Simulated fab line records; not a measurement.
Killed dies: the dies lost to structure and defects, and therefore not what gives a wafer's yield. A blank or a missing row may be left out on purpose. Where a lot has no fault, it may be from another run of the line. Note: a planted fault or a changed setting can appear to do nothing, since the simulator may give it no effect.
Chamber matching || flow nand-harc || 3 sister chambers for NHARC_A_CHANNEL_HOLE_D2_DEP_01 on pecvd-04
The step deposits SiON, target thk 140 nm. 24 wafers are shown with their chamber, then 12 later ones without.

## WAFERS, EACH WITH ITS CHAMBER
{"wafer": "L075.2", "chamber": 2, "heater-power-w (W)": 837}
{"wafer": "L075.3", "chamber": 1, "heater-power-w (W)": 792}
{"wafer": "L075.6", "chamber": 0, "heater-power-w (W)": 984}
{"wafer": "L076.1", "chamber": 2, "heater-power-w (W)": 746}
{"wafer": "L076.2", "chamber": 1, "heater-power-w (W)": 761}
{"wafer": "L076.3", "chamber": 0, "heater-power-w (W)": 958}
{"wafer": "L078.2", "chamber": 0, "heater-power-w (W)": 861}
{"wafer": "L078.4", "chamber": 2, "heater-power-w (W)": 918}
{"wafer": "L078.6", "chamber": 1, "heater-power-w (W)": 793}
{"wafer": "L077.1", "chamber": 0, "heater-power-w (W)": 826}
{"wafer": "L077.4", "chamber": 1, "heater-power-w (W)": 839}
{"wafer": "L077.5", "chamber": 2, "heater-power-w (W)": 830}
{"wafer": "L082.4", "chamber": 2, "heater-power-w (W)": 896}
{"wafer": "L082.5", "chamber": 0, "heater-power-w (W)": 895}
{"wafer": "L082.6", "chamber": 1, "heater-power-w (W)": 785}
{"wafer": "L083.3", "chamber": 0, "heater-power-w (W)": 964}
{"wafer": "L083.5", "chamber": 0, "heater-power-w (W)": 998}
{"wafer": "L083.6", "chamber": 1, "heater-power-w (W)": 790}
{"wafer": "L085.3", "chamber": 0, "heater-power-w (W)": 829}
{"wafer": "L085.4", "chamber": 1, "heater-power-w (W)": 817}
{"wafer": "L085.5", "chamber": 0, "heater-power-w (W)": 843}
{"wafer": "L087.1", "chamber": 2, "heater-power-w (W)": 813}
{"wafer": "L087.3", "chamber": 0, "heater-power-w (W)": 917}
{"wafer": "L087.5", "chamber": 2, "heater-power-w (W)": 840}

SIGNATURES, as means of the wafers listed above
{"reading": "heater-power-w", "chamber 0": 907.50, "chamber 1": 796.71, "chamber 2": 840.00, "scatter within a chamber": 54.2}
Rule: for a wafer and a chamber, the distance is found by dividing, reading by reading, the gap between the wafer's reading and the chamber's mean by the reading's scatter, squaring, summing and taking the root. The wafer belongs to the nearest chamber; if the next one is less than 2 further off, it can't be placed. How the scatter is found: for the shown wafers, subtract from each reading the mean of its chamber, square and add these, divide the total by (wafers less chambers), then take the root.

## WAFERS WHOSE CHAMBER IS MISSING
{"wafer": "L088.1", "heater-power-w (W)": 738}
{"wafer": "L088.3", "heater-power-w (W)": 968}
{"wafer": "L088.4", "heater-power-w (W)": 766}
{"wafer": "L093.3", "heater-power-w (W)": 936}
{"wafer": "L093.4", "heater-power-w (W)": 948}
{"wafer": "L093.5", "heater-power-w (W)": 799}
{"wafer": "L094.2", "heater-power-w (W)": 821}
{"wafer": "L094.5", "heater-power-w (W)": 942}
{"wafer": "L094.6", "heater-power-w (W)": 838}
{"wafer": "L094.1", "heater-power-w (W)": 946}
{"wafer": "L094.3", "heater-power-w (W)": 812}
{"wafer": "L094.4", "heater-power-w (W)": 817}

## CHAMBER TAKEN BY EACH
{"wafer": "L088.1", "from the rows above": "can't be placed: 1 or 2", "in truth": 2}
{"wafer": "L088.3", "from the rows above": "can't be placed: 0 or 2", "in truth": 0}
{"wafer": "L088.4", "from the rows above": "can't be placed: 1 or 2", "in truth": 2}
{"wafer": "L093.3", "from the rows above": "can't be placed: 0 or 2", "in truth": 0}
{"wafer": "L093.4", "from the rows above": "can't be placed: 0 or 2", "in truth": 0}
{"wafer": "L093.5", "from the rows above": "can't be placed: 1 or 2 or 0", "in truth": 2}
{"wafer": "L094.2", "from the rows above": "can't be placed: 2 or 1 or 0", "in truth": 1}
{"wafer": "L094.5", "from the rows above": "can't be placed: 0 or 2", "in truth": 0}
{"wafer": "L094.6", "from the rows above": "can't be placed: 2 or 1 or 0", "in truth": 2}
{"wafer": "L094.1", "from the rows above": "can't be placed: 0 or 2", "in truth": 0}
{"wafer": "L094.3", "from the rows above": "can't be placed: 1 or 2 or 0", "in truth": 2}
{"wafer": "L094.4", "from the rows above": "can't be placed: 1 or 2 or 0", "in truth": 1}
Correct placement for 0 of the 12. From these rows, 12 cannot be placed; in 12 the true chamber is one of the candidates. Number placed wrongly: 0.
